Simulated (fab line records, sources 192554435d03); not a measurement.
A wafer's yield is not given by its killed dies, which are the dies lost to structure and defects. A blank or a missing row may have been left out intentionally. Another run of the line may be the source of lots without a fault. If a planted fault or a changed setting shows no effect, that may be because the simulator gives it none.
Chamber matching :: flow n5_finfet :: N5_BEOL_M10_ILD_DEP_00 on pecvd-02: 3 sister chambers
The step deposits SiCOH lowk from DEMS/porogen, target thk 308.51 nm, time 58 s. 30 wafers are shown with their chamber, then 12 later ones without.

## WAFERS PAIRED WITH THEIR CHAMBERS
wafer: L074.1
chamber: 1
throttle_valve_pct (%): 14.1
heater_power_w (W): 444
showerhead_plenum_p_Torr (Torr): 5.753

wafer: L074.4
chamber: 0
throttle_valve_pct (%): 13.1
heater_power_w (W): 240
showerhead_plenum_p_Torr (Torr): 5.729

wafer: L074.6
chamber: 2
throttle_valve_pct (%): 13.9
heater_power_w (W): 322
showerhead_plenum_p_Torr (Torr): 5.729

wafer: L075.3
chamber: 2
throttle_valve_pct (%): 13.7
heater_power_w (W): 355
showerhead_plenum_p_Torr (Torr): 5.719

wafer: L075.4
chamber: 1
throttle_valve_pct (%): 14.0
heater_power_w (W): 364
showerhead_plenum_p_Torr (Torr): 5.754

wafer: L075.5
chamber: 2
throttle_valve_pct (%): 13.8
heater_power_w (W): 358
showerhead_plenum_p_Torr (Torr): 5.716

wafer: L078.2
chamber: 2
throttle_valve_pct (%): 13.6
heater_power_w (W): 340
showerhead_plenum_p_Torr (Torr): 5.727

wafer: L078.4
chamber: 1
throttle_valve_pct (%): 13.9
heater_power_w (W): 392
showerhead_plenum_p_Torr (Torr): 5.750

wafer: L078.6
chamber: 2
throttle_valve_pct (%): 13.7
heater_power_w (W): 357
showerhead_plenum_p_Torr (Torr): 5.727

wafer: L081.2
chamber: 2
throttle_valve_pct (%): 13.7
heater_power_w (W): 300
showerhead_plenum_p_Torr (Torr): 5.717

wafer: L081.4
chamber: 2
throttle_valve_pct (%): 13.5
heater_power_w (W): 304
showerhead_plenum_p_Torr (Torr): 5.731

wafer: L081.6
chamber: 0
throttle_valve_pct (%): 13.0
heater_power_w (W): 265
showerhead_plenum_p_Torr (Torr): 5.730

wafer: L082.1
chamber: 1
throttle_valve_pct (%): 13.7
heater_power_w (W): 375
showerhead_plenum_p_Torr (Torr): 5.746

wafer: L082.2
chamber: 0
throttle_valve_pct (%): 13.1
heater_power_w (W): 271
showerhead_plenum_p_Torr (Torr): 5.743

wafer: L082.6
chamber: 0
throttle_valve_pct (%): 12.9
heater_power_w (W): 213
showerhead_plenum_p_Torr (Torr): 5.733

wafer: L085.2
chamber: 2
throttle_valve_pct (%): 13.9
heater_power_w (W): 346
showerhead_plenum_p_Torr (Torr): 5.729

wafer: L085.4
chamber: 2
throttle_valve_pct (%): 13.9
heater_power_w (W): 351
showerhead_plenum_p_Torr (Torr): 5.723

wafer: L085.5
chamber: 2
throttle_valve_pct (%): 13.8
heater_power_w (W): 347
showerhead_plenum_p_Torr (Torr): 5.729

wafer: L086.1
chamber: 0
throttle_valve_pct (%): 12.8
heater_power_w (W): 211
showerhead_plenum_p_Torr (Torr): 5.738

wafer: L086.3
chamber: 1
throttle_valve_pct (%): 14.0
heater_power_w (W): 384
showerhead_plenum_p_Torr (Torr): 5.751

wafer: L086.5
chamber: 2
throttle_valve_pct (%): 13.5
heater_power_w (W): 338
showerhead_plenum_p_Torr (Torr): 5.719

wafer: L089.4
chamber: 1
throttle_valve_pct (%): 14.3
heater_power_w (W): 416
showerhead_plenum_p_Torr (Torr): 5.746

wafer: L089.5
chamber: 0
throttle_valve_pct (%): 12.9
heater_power_w (W): 258
showerhead_plenum_p_Torr (Torr): 5.743

wafer: L089.6
chamber: 2
throttle_valve_pct (%): 14.0
heater_power_w (W): 289
showerhead_plenum_p_Torr (Torr): 5.717

wafer: L088.2
chamber: 0
throttle_valve_pct (%): 12.8
heater_power_w (W): 212
showerhead_plenum_p_Torr (Torr): 5.741

wafer: L088.5
chamber: 1
throttle_valve_pct (%): 13.9
heater_power_w (W): 397
showerhead_plenum_p_Torr (Torr): 5.755

wafer: L088.6
chamber: 2
throttle_valve_pct (%): 13.8
heater_power_w (W): 300
showerhead_plenum_p_Torr (Torr): 5.717

wafer: L094.1
chamber: 1
throttle_valve_pct (%): 13.8
heater_power_w (W): 420
showerhead_plenum_p_Torr (Torr): 5.733

wafer: L094.4
chamber: 0
throttle_valve_pct (%): 12.8
heater_power_w (W): 267
showerhead_plenum_p_Torr (Torr): 5.722

wafer: L094.6
chamber: 1
throttle_valve_pct (%): 13.7
heater_power_w (W): 435
showerhead_plenum_p_Torr (Torr): 5.754

SIGNATURES (averages over the wafers above)
reading: throttle_valve_pct
chamber 0: 12.925
chamber 1: 13.933
chamber 2: 13.754
scatter within a chamber: 0.162

reading: heater_power_w
chamber 0: 242.12
chamber 1: 403.00
chamber 2: 331.31
scatter within a chamber: 26.1

reading: showerhead_plenum_p_Torr
chamber 0: 5.73488
chamber 1: 5.74911
chamber 2: 5.72308
scatter within a chamber: 0.00661
Rule: a wafer's distance from a chamber is the root of the sum, over the readings, of the square of ((its reading less the chamber's mean) divided by the reading's scatter). If the next closest chamber is less than 2 further off than the closest, the wafer can't be placed; otherwise it belongs to the closest. The scatter is the square root of a quotient: the sum, over the shown wafers, of each reading's squared deviation from its chamber's mean, divided by wafers minus chambers.

## WAFERS WITH NO CHAMBER GIVEN
wafer: L096.2
throttle_valve_pct (%): 13.8
heater_power_w (W): 422
showerhead_plenum_p_Torr (Torr): 5.750

wafer: L096.4
throttle_valve_pct (%): 13.2
heater_power_w (W): 274
showerhead_plenum_p_Torr (Torr): 5.730

wafer: L096.6
throttle_valve_pct (%): 13.8
heater_power_w (W): 347
showerhead_plenum_p_Torr (Torr): 5.713

wafer: L092.3
throttle_valve_pct (%): 14.0
heater_power_w (W): 438
showerhead_plenum_p_Torr (Torr): 5.740

wafer: L092.5
throttle_valve_pct (%): 13.9
heater_power_w (W): 331
showerhead_plenum_p_Torr (Torr): 5.705

wafer: L092.6
throttle_valve_pct (%): 14.2
heater_power_w (W): 446
showerhead_plenum_p_Torr (Torr): 5.746

wafer: L095.1
throttle_valve_pct (%): 13.7
heater_power_w (W): 444
showerhead_plenum_p_Torr (Torr): 5.766

wafer: L095.3
throttle_valve_pct (%): 13.9
heater_power_w (W): 301
showerhead_plenum_p_Torr (Torr): 5.718

wafer: L095.4
throttle_valve_pct (%): 13.9
heater_power_w (W): 305
showerhead_plenum_p_Torr (Torr): 5.718

wafer: L097.1
throttle_valve_pct (%): 13.8
heater_power_w (W): 287
showerhead_plenum_p_Torr (Torr): 5.716

wafer: L097.5
throttle_valve_pct (%): 12.8
heater_power_w (W): 208
showerhead_plenum_p_Torr (Torr): 5.723

wafer: L097.6
throttle_valve_pct (%): 13.8
heater_power_w (W): 441
showerhead_plenum_p_Torr (Torr): 5.748

## EACH ONE'S CHAMBER
wafer: L096.2
from the rows above: 1
in truth: 1

wafer: L096.4
from the rows above: can't be placed: 0 or 2
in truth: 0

wafer: L096.6
from the rows above: 2
in truth: 2

wafer: L092.3
from the rows above: 1
in truth: 1

wafer: L092.5
from the rows above: 2
in truth: 2

wafer: L092.6
from the rows above: 1
in truth: 1

wafer: L095.1
from the rows above: 1
in truth: 1

wafer: L095.3
from the rows above: 2
in truth: 2

wafer: L095.4
from the rows above: 2
in truth: 2

wafer: L097.1
from the rows above: 2
in truth: 2

wafer: L097.5
from the rows above: 0
in truth: 0

wafer: L097.6
from the rows above: 1
in truth: 1
11 of 12 placed correctly. Can't be placed from these rows: 1 (the true chamber is among the candidates in 1). Placed wrongly: 0.
